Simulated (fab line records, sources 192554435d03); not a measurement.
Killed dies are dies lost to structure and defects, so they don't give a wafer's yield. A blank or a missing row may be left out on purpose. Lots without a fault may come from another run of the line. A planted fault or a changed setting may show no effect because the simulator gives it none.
Which tool did it? | flow n5_finfet | 10 lots, 30 wafers sampled, at 5 steps of a route of 1938

WHAT THE GAUGES READ, wafer by wafer
N5_BEOL_M3_OVL_MEAS_29. Usual: V2_OVL -0.2 nm, standard deviation 0.67.
lot  | measured     | on         | V2_OVL (nm)    | flag
L180 | day 7 01:58  | overlay-01 | 0.5 0.6 0.9    |
L183 | day 8 05:56  | overlay-02 | 0.9 0.7 0.3    |
L184 | day 8 06:11  | overlay-02 | -0.3 -0.4 -0.4 |
L187 | day 10 09:18 | overlay-02 | -0.3 -0.9 -0.1 |
L189 | day 10 13:10 | overlay-01 | -0.5 -0.4 -0.4 |
L192 | day 10 17:38 | overlay-01 | 0.0 0.1 0.8    |
L194 | day 10 20:35 | overlay-01 | -0.5 -1.3 -1.2 |
L195 | day 10 20:57 | overlay-01 | -1.3 -0.5 0.4  |
L200 | day 12 17:13 | overlay-01 | -0.8 -0.4 -0.8 |
L202 | day 13 13:40 | overlay-02 | -0.6 -0.6 -0.9 |

N5_BEOL_M4_RC_MEAS_101. Usual: DIBL_N 36.2 mV/V, standard deviation 2.4; DIBL_P 36.2 mV/V, standard deviation 2.6; IOFF_N 0.16 nA/um, standard deviation 0.045; IOFF_P 0.21 nA/um, standard deviation 0.046; ION_N 674 uA/um, standard deviation 17; ION_P 463 uA/um, standard deviation 11; SS_N 71.5 mV/dec, standard deviation 0.77; SS_P 73.1 mV/dec, standard deviation 0.76; VT_N 250 mV, standard deviation 3.9; VT_P -250 mV, standard deviation 3.9.
lot  | measured     | on        | DIBL_N (mV/V)  | DIBL_P (mV/V)  | IOFF_N (nA/um) | IOFF_P (nA/um) | ION_N (uA/um) | ION_P (uA/um) | SS_N (mV/dec)  | SS_P (mV/dec)  | VT_N (mV)   | VT_P (mV)      | flag
L180 | day 7 18:56  | prober-02 | 32.4 30.5 37.0 | 31.4 28.2 37.0 | 0.10 0.07 0.18 | 0.13 0.10 0.20 | 667 649 678   | 456 448 463   | 69.5 69.5 71.2 | 71.9 70.9 73.7 | 254 261 249 | -258 -261 -252 |
L183 | day 8 17:58  | prober-01 | 37.8 38.2 36.8 | 36.7 37.9 35.4 | 0.15 0.16 0.12 | 0.17 0.20 0.16 | 669 678 644   | 445 464 438   | 72.4 71.1 72.1 | 73.7 74.5 73.0 | 253 250 257 | -258 -256 -257 |
L184 | day 8 20:34  | prober-01 | 35.7 33.3 34.0 | 35.2 34.2 35.0 | 0.16 0.12 0.12 | 0.19 0.17 0.19 | 665 652 651   | 452 453 457   | 71.9 70.8 70.7 | 72.6 72.6 72.9 | 251 254 256 | -254 -253 -251 |
L187 | day 11 00:43 | prober-02 | 37.0 35.3 33.9 | 38.8 36.0 35.8 | 0.17 0.12 0.12 | 0.20 0.16 0.17 | 672 641 678   | 458 444 461   | 71.5 71.7 70.7 | 72.0 72.7 72.2 | 248 255 252 | -249 -256 -253 |
L189 | day 11 05:39 | prober-02 | 34.9 37.4 36.3 | 35.3 36.0 35.8 | 0.14 0.19 0.16 | 0.21 0.22 0.22 | 678 669 669   | 467 460 461   | 71.3 72.6 71.0 | 72.5 73.1 73.3 | 250 248 248 | -248 -251 -249 |
L192 | day 11 11:46 | prober-01 | 36.1 36.9 35.0 | 35.5 35.6 33.6 | 0.16 0.19 0.14 | 0.25 0.24 0.21 | 674 676 681   | 467 466 476   | 72.1 72.6 71.0 | 73.8 73.7 73.0 | 249 245 251 | -247 -247 -251 |
L194 | day 11 17:31 | prober-01 | 35.7 34.6 36.0 | 38.0 36.0 37.9 | 0.18 0.16 0.16 | 0.21 0.18 0.20 | 688 691 665   | 468 468 458   | 71.6 71.2 71.8 | 73.2 72.8 73.8 | 247 248 250 | -251 -252 -252 |
L195 | day 11 19:11 | prober-02 | 34.9 36.6 38.4 | 33.0 34.1 36.2 | 0.13 0.14 0.19 | 0.20 0.20 0.26 | 682 655 638   | 473 452 453   | 71.2 71.7 72.1 | 72.7 73.2 73.6 | 251 251 248 | -248 -250 -246 |
L200 | day 13 12:28 | prober-01 | 34.8 37.0 40.3 | 33.8 35.0 41.5 | 0.12 0.15 0.24 | 0.17 0.19 0.32 | 681 644 707   | 468 444 482   | 71.7 71.8 72.2 | 72.6 72.1 73.8 | 251 253 243 | -254 -253 -244 |
L202 | day 14 07:34 | prober-01 | 33.8 38.3 32.8 | 34.0 38.9 33.3 | 0.13 0.21 0.12 | 0.21 0.28 0.19 | 661 687 688   | 458 475 477   | 71.6 71.9 72.0 | 72.5 73.3 71.6 | 253 247 253 | -248 -245 -250 |

WHICH TOOL RAN EACH LOT (tool, then ch and the chambers of the sampled wafers, then the start)
lot  | N5_BEOL_M3_DESCUM_16               | N5_BEOL_M3_EXPOSE_25              | N5_BEOL_M3_ALD_98
L180 | rie_diel-01 ch 0,1,2, day 7 01:10  | euv_scanner-02 ch 0, day 7 01:47  | ald_sin-02 ch 1,2, day 7 03:10
L183 | rie_diel-06 ch 0,2, day 8 05:02    | euv_scanner-02 ch 0, day 8 05:46  | ald_sin-02 ch 1,2,3, day 8 06:10
L184 | rie_diel-01 ch 0,2, day 8 05:24    | euv_scanner-02 ch 0, day 8 06:01  | ald_sin-02 ch 0,1,3, day 8 06:24
L187 | rie_diel-01 ch 1,3, day 10 08:17   | euv_scanner-01 ch 0, day 10 09:07 | ald_sin-02 ch 2,3, day 10 09:40
L189 | rie_diel-06 ch 1,3, day 10 11:58   | euv_scanner-02 ch 0, day 10 13:00 | ald_sin-04 ch 0,1,3, day 10 13:34
L192 | rie_diel-06 ch 2,3, day 10 16:40   | euv_scanner-02 ch 0, day 10 17:28 | ald_sin-03 ch 1,2,3, day 10 19:00
L194 | rie_diel-06 ch 1,2, day 10 19:35   | euv_scanner-01 ch 0, day 10 20:25 | ald_sin-04 ch 1,2, day 10 20:50
L195 | rie_diel-06 ch 1,2,3, day 10 20:03 | euv_scanner-02 ch 0, day 10 20:46 | ald_sin-04 ch 0,2, day 10 21:26
L200 | rie_diel-06 ch 1,2,3, day 12 16:19 | euv_scanner-01 ch 0, day 12 17:02 | ald_sin-04 ch 1,2, day 12 18:11
L202 | rie_diel-02 ch 0,3, day 13 12:44   | euv_scanner-01 ch 0, day 13 13:29 | ald_sin-04 ch 1,2, day 13 13:53
- N5_BEOL_M3_DESCUM_16: chemistry O2, time 7 s.
- N5_BEOL_M3_EXPOSE_25: exposes mask V2, defocus 5 nm.
- N5_BEOL_M3_ALD_98: deposits SiO2, target thk 2.5 nm, pulse time 1 s, co reactant pulse time 1 s.

WHAT THE TOOLS THEMSELVES READ (means of the sampled wafers that have a number; where no wafer has one, the mark that the record gives instead)
N5_BEOL_M3_DESCUM_16. Usual: drypump_motor_current_A 5.6 A, standard deviation 0.44; oes_product_au 0.79 a.u., standard deviation 0.098; rf_vpp_V 243.7 V, standard deviation 1.4; showerhead_plenum_p_Torr 2.11 Torr, standard deviation 0.07; throttle_valve_pct 20.40 %, standard deviation 0.26.
lot  | tool        | drypump_motor_current_A (A) | oes_product_au (a.u.) | rf_vpp_V (V) | showerhead_plenum_p_Torr (Torr) | throttle_valve_pct (%) | flag
L180 | rie_diel-01 | 5.5                         | 0.72                  | 243.3        | 2.12                            | 20.61                  |
L183 | rie_diel-06 | 6.0                         | 0.78                  | 243.6        | 2.13                            | 20.34                  |
L184 | rie_diel-01 | 5.6                         | 0.71                  | 243.8        | 2.13                            | 20.66                  |
L187 | rie_diel-01 | 5.6                         | 0.74                  | 244.0        | 2.12                            | 20.25                  |
L189 | rie_diel-06 | 5.2                         | 0.84                  | 244.5        | 2.14                            | 20.50                  |
L192 | rie_diel-06 | 5.5                         | 0.84                  | 242.0        | 2.08                            | 20.32                  |
L194 | rie_diel-06 | 5.6                         | 0.75                  | 245.1        | 2.18                            | 20.57                  |
L195 | rie_diel-06 | 5.5                         | 0.80                  | 244.2        | 2.13                            | 20.43                  |
L200 | rie_diel-06 | 5.5                         | 0.78                  | 243.5        | 2.13                            | 20.45                  |
L202 | rie_diel-02 | 5.9                         | 0.73                  | 242.5        | 2.08                            | 20.65                  |

N5_BEOL_M3_EXPOSE_25. Usual: exposure_dose_mJ_cm2 62.96, standard deviation 0.064.
lot  | tool           | exposure_dose_mJ_cm2 | flag
L180 | euv_scanner-02 | 63.02                |
L183 | euv_scanner-02 | 62.93                |
L184 | euv_scanner-02 | 62.96                |
L187 | euv_scanner-01 | 63.04                |
L189 | euv_scanner-02 | 62.88                |
L192 | euv_scanner-02 | 61.58                | OFF
L194 | euv_scanner-01 | 62.93                |
L195 | euv_scanner-02 | 61.86                | OFF
L200 | euv_scanner-01 | 63.07                |
L202 | euv_scanner-01 | 62.90                |

N5_BEOL_M3_ALD_98. Usual: heater_power_w 81 W, standard deviation 7.4; precursor_pulse_height_rel 1.001, standard deviation 0.021.
lot  | tool       | heater_power_w (W) | precursor_pulse_height_rel | flag
L180 | ald_sin-02 | 80                 | 1.025                      |
L183 | ald_sin-02 | 77                 | 1.003                      |
L184 | ald_sin-02 | 74                 | 0.997                      |
L187 | ald_sin-02 | 76                 | 0.978                      |
L189 | ald_sin-04 | 85                 | 0.992                      |
L192 | ald_sin-03 | 91                 | 0.976                      |
L194 | ald_sin-04 | 79                 | 1.002                      |
L195 | ald_sin-04 | 80                 | 1.022                      |
L200 | ald_sin-04 | 83                 | 0.996                      |
L202 | ald_sin-04 | 82                 | 0.987                      |

THE ANSWER, worked out from the rows above alone
Rule: a lot is off if the mean of its wafers that have a number lies more than 3 standard deviations from the usual mean. A lot without any number at a reading at which 4 lots or more have one is off too. The other lots that the step has rows for count as sound. The gauges are gone through in route order, then the tools' own readings, and for those a lot's mean is taken as printed above. The first step at which some lot is off is used, and at that step the reading that is off furthest; a lot without a number counts as furthest.
Off: L192, L195, at N5_BEOL_M3_EXPOSE_25 (exposure_dose_mJ_cm2).
A tool fits if, at that step or a process step before it, it ran every lot that is off, and no sound lot after the first of them. One fits: euv_scanner-02 at N5_BEOL_M3_EXPOSE_25. Its last sound lot is L189 (day 10 13:00), its first lot that is off L192 (day 10 17:28): a fault that began between those two fits.
The tool's own readings at N5_BEOL_M3_EXPOSE_25 bear it out: on the lots that are off they differ by more than 5 times the standard deviation of the sound lots' means. exposure_dose_mJ_cm2 reads 61.72 there against 62.97 on the sound lots.

WHAT THE SIMULATOR HAD PUT IN
Process parameter drift: euv_scanner-02, from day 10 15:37 on, at N5_BEOL_M3_EXPOSE_25. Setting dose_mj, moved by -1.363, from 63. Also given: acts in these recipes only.
Lots struck among those shown: L192, L195. The rule above found the same.
